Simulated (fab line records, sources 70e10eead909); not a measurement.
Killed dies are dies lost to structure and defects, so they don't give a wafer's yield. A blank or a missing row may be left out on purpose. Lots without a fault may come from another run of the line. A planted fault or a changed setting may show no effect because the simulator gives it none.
Which tool did it? | flow nand_harc | 24 lots, 72 wafers sampled, at 3 steps of a route of 1302

WHAT THE GAUGES READ, wafer by wafer
NHARC_P_CONTACT_INSPECT_14.
lot  | measured     | on                | raw_defect_count
L074 | day 5 22:25  | defect_inspect-01 | 2 4 6
L076 | day 6 17:43  | defect_inspect-01 | 4 2 3
L075 | day 6 18:20  | defect_inspect-02 | 8 2 2
L077 | day 7 06:32  | defect_inspect-01 | 4 4 4
L078 | day 7 11:45  | defect_inspect-02 | 3 3 4
L079 | day 8 03:46  | defect_inspect-01 | 5 6 1
L080 | day 8 13:27  | defect_inspect-02 | 6 9 8
L081 | day 8 19:07  | defect_inspect-01 | 2 2 3
L082 | day 9 07:46  | defect_inspect-02 | 1 6 5
L083 | day 9 18:35  | defect_inspect-02 | 2 4 7
L084 | day 10 09:55 | defect_inspect-02 | 1 4 5
L085 | day 10 10:41 | defect_inspect-01 | 4 5 3
L086 | day 11 01:25 | defect_inspect-01 | 6 5 7
L087 | day 11 07:51 | defect_inspect-01 | 3 1 1
L088 | day 12 01:41 | defect_inspect-02 | 0 4 4
L089 | day 12 02:31 | defect_inspect-02 | 6 7 6
L090 | day 12 19:44 | defect_inspect-02 | 5 4 5
L091 | day 12 19:05 | defect_inspect-02 | 9 12 11
L092 | day 13 09:13 | defect_inspect-01 | 3 4 4
L093 | day 13 16:51 | defect_inspect-01 | 7 2 6
L094 | day 14 15:48 | defect_inspect-01 | 3 7 7
L095 | day 15 00:29 | defect_inspect-02 | 4 3 3
L096 | day 15 05:21 | defect_inspect-01 | 5 6 10
L097 | day 15 11:32 | defect_inspect-02 | 1 4 3

WHICH TOOL RAN EACH LOT (tool, then ch and the chambers of the sampled wafers, then the start)
lot  | NHARC_P_GATE_HM_DEP_102       | NHARC_P_GATE_ETCH_104
L074 | acl_dep-02 ch 0, day 5 00:41  | rie_diel-05 ch 2,3, day 5 02:18
L076 | acl_dep-01 ch 0, day 5 18:17  | rie_diel-05 ch 0,1,3, day 5 19:47
L075 | acl_dep-02 ch 0, day 5 18:27  | rie_diel-06 ch 2,3, day 5 19:57
L077 | acl_dep-01 ch 0, day 6 09:10  | rie_diel-05 ch 1,2, day 6 10:37
L078 | acl_dep-03 ch 0, day 6 12:07  | rie_diel-03 ch 0,2,3, day 6 13:31
L079 | acl_dep-02 ch 0, day 7 03:55  | rie_diel-03 ch 0,1,2, day 7 05:25
L080 | acl_dep-03 ch 0, day 7 16:11  | rie_diel-06 ch 0,1, day 7 17:42
L081 | acl_dep-02 ch 0, day 7 21:02  | rie_diel-03 ch 1,3, day 7 22:45
L082 | acl_dep-02 ch 0, day 8 09:52  | rie_diel-03 ch 0,1, day 8 11:26
L083 | acl_dep-02 ch 0, day 8 18:56  | rie_diel-03 ch 2,3, day 8 20:19
L084 | acl_dep-03 ch 0, day 9 12:44  | rie_diel-06 ch 0,2, day 9 14:08
L085 | acl_dep-03 ch 0, day 9 13:10  | rie_diel-06 ch 0,2,3, day 9 14:52
L086 | acl_dep-03 ch 0, day 10 04:02 | rie_diel-06 ch 0,1,2, day 10 05:32
L087 | acl_dep-02 ch 0, day 10 10:14 | rie_diel-03 ch 1,2,3, day 10 11:47
L088 | acl_dep-03 ch 0, day 11 04:43 | rie_diel-06 ch 0,3, day 11 06:06
L089 | acl_dep-03 ch 0, day 11 05:27 | rie_diel-06 ch 1,2,3, day 11 06:45
L090 | acl_dep-01 ch 0, day 11 21:56 | rie_diel-03 ch 0,1, day 11 23:34
L091 | acl_dep-02 ch 0, day 11 21:59 | rie_diel-06 ch 0,3, day 11 23:22
L092 | acl_dep-02 ch 0, day 12 11:38 | rie_diel-05 ch 1,2, day 12 13:04
L093 | acl_dep-01 ch 0, day 12 19:15 | rie_diel-06 ch 1,2,3, day 12 20:52
L094 | acl_dep-01 ch 0, day 13 18:22 | rie_diel-05 ch 0,1,2, day 13 19:50
L095 | acl_dep-01 ch 0, day 14 02:56 | rie_diel-05 ch 0,1,2, day 14 04:21
L096 | acl_dep-02 ch 0, day 14 07:48 | rie_diel-06 ch 0,3, day 14 09:19
L097 | acl_dep-02 ch 0, day 14 14:10 | rie_diel-05 ch 0,3, day 14 15:26
- NHARC_P_GATE_HM_DEP_102: deposits aC, target thk 120 nm.
- NHARC_P_GATE_ETCH_104: etches the open film in CF4/CHF3, target depth 60 nm.

WHAT THE TOOLS THEMSELVES READ (means of the sampled wafers that have a number; where no wafer has one, the mark that the record gives instead)
NHARC_P_GATE_HM_DEP_102.
lot  | tool       | throttle_valve_pct (%)
L074 | acl_dep-02 | 34.996
L076 | acl_dep-01 | 35.003
L075 | acl_dep-02 | 35.003
L077 | acl_dep-01 | 34.994
L078 | acl_dep-03 | 35.001
L079 | acl_dep-02 | 35.003
L080 | acl_dep-03 | 35.000
L081 | acl_dep-02 | 34.995
L082 | acl_dep-02 | 34.999
L083 | acl_dep-02 | 35.001
L084 | acl_dep-03 | 35.000
L085 | acl_dep-03 | 35.001
L086 | acl_dep-03 | 35.005
L087 | acl_dep-02 | 34.994
L088 | acl_dep-03 | 34.999
L089 | acl_dep-03 | 35.000
L090 | acl_dep-01 | 34.994
L091 | acl_dep-02 | 34.997
L092 | acl_dep-02 | 35.007
L093 | acl_dep-01 | 34.996
L094 | acl_dep-01 | 34.998
L095 | acl_dep-01 | 35.009
L096 | acl_dep-02 | 35.004
L097 | acl_dep-02 | 35.007

NHARC_P_GATE_ETCH_104.
lot  | tool        | drypump_motor_current_A (A) | oes_product_au (a.u.) | rf_vpp_V (V) | showerhead_plenum_p_Torr (Torr) | throttle_valve_pct (%)
L074 | rie_diel-05 | 5.8                         | 0.916                 | 371.2        | 1.60                            | 16.793
L076 | rie_diel-05 | 5.5                         | 0.968                 | 370.4        | 1.58                            | 16.803
L075 | rie_diel-06 | 5.4                         | 0.925                 | 368.6        | 1.52                            | 16.798
L077 | rie_diel-05 | 5.5                         | 0.981                 | 372.8        | 1.62                            | 16.812
L078 | rie_diel-03 | 5.7                         | 0.973                 | 368.3        | 1.50                            | 16.797
L079 | rie_diel-03 | 6.2                         | 0.920                 | 368.3        | 1.50                            | 16.799
L080 | rie_diel-06 | 5.7                         | 0.983                 | 372.3        | 1.61                            | 16.803
L081 | rie_diel-03 | 5.7                         | 0.917                 | 369.7        | 1.53                            | 16.795
L082 | rie_diel-03 | 6.4                         | 0.932                 | 368.4        | 1.51                            | 16.809
L083 | rie_diel-03 | 5.5                         | 0.927                 | 368.7        | 1.50                            | 16.809
L084 | rie_diel-06 | 5.4                         | 0.978                 | 367.3        | 1.48                            | 16.794
L085 | rie_diel-06 | 5.5                         | 0.975                 | 368.4        | 1.52                            | 16.800
L086 | rie_diel-06 | 5.5                         | 0.970                 | 369.4        | 1.55                            | 16.802
L087 | rie_diel-03 | 5.8                         | 0.968                 | 368.3        | 1.51                            | 16.801
L088 | rie_diel-06 | 5.7                         | 0.983                 | 369.5        | 1.52                            | 16.800
L089 | rie_diel-06 | 5.6                         | 0.930                 | 370.9        | 1.59                            | 16.807
L090 | rie_diel-03 | 6.4                         | 0.926                 | 368.2        | 1.51                            | 16.803
L091 | rie_diel-06 | 5.7                         | 0.933                 | 369.8        | 1.52                            | 16.812
L092 | rie_diel-05 | 5.7                         | 0.985                 | 373.0        | 1.64                            | 16.802
L093 | rie_diel-06 | 5.7                         | 0.972                 | 369.8        | 1.59                            | 16.802
L094 | rie_diel-05 | 5.4                         | 0.925                 | 373.2        | 1.64                            | 16.795
L095 | rie_diel-05 | 5.4                         | 0.923                 | 372.5        | 1.64                            | 16.795
L096 | rie_diel-06 | 5.8                         | 0.968                 | 370.2        | 1.57                            | 16.810
L097 | rie_diel-05 | 5.4                         | 0.923                 | 371.6        | 1.60                            | 16.801

THE ANSWER, worked out from the rows above alone
Rule: what is usual is taken from the lots themselves. Put in order of their means at a reading, lots are off if they are a third of the lots or fewer, leave a main group of 4 or more, and stand apart from it by a gap of 3 or more times the standard deviation of the main group's means; of several such gaps the widest counts. A main group whose means are all the same, to the digits that the tables above print for the reading, isn't used. A lot without any number at a reading at which 4 lots or more have one is off too. The other lots that the step has rows for count as sound. The gauges are gone through in route order, then the tools' own readings, and for those a lot's mean is taken as printed above. The first step at which some lot is off is used, and at that step the reading that is off furthest; a lot without a number counts as furthest.
No lot is off at any reading shown: from this, nothing can be told.

WHAT THE SIMULATOR HAD PUT IN
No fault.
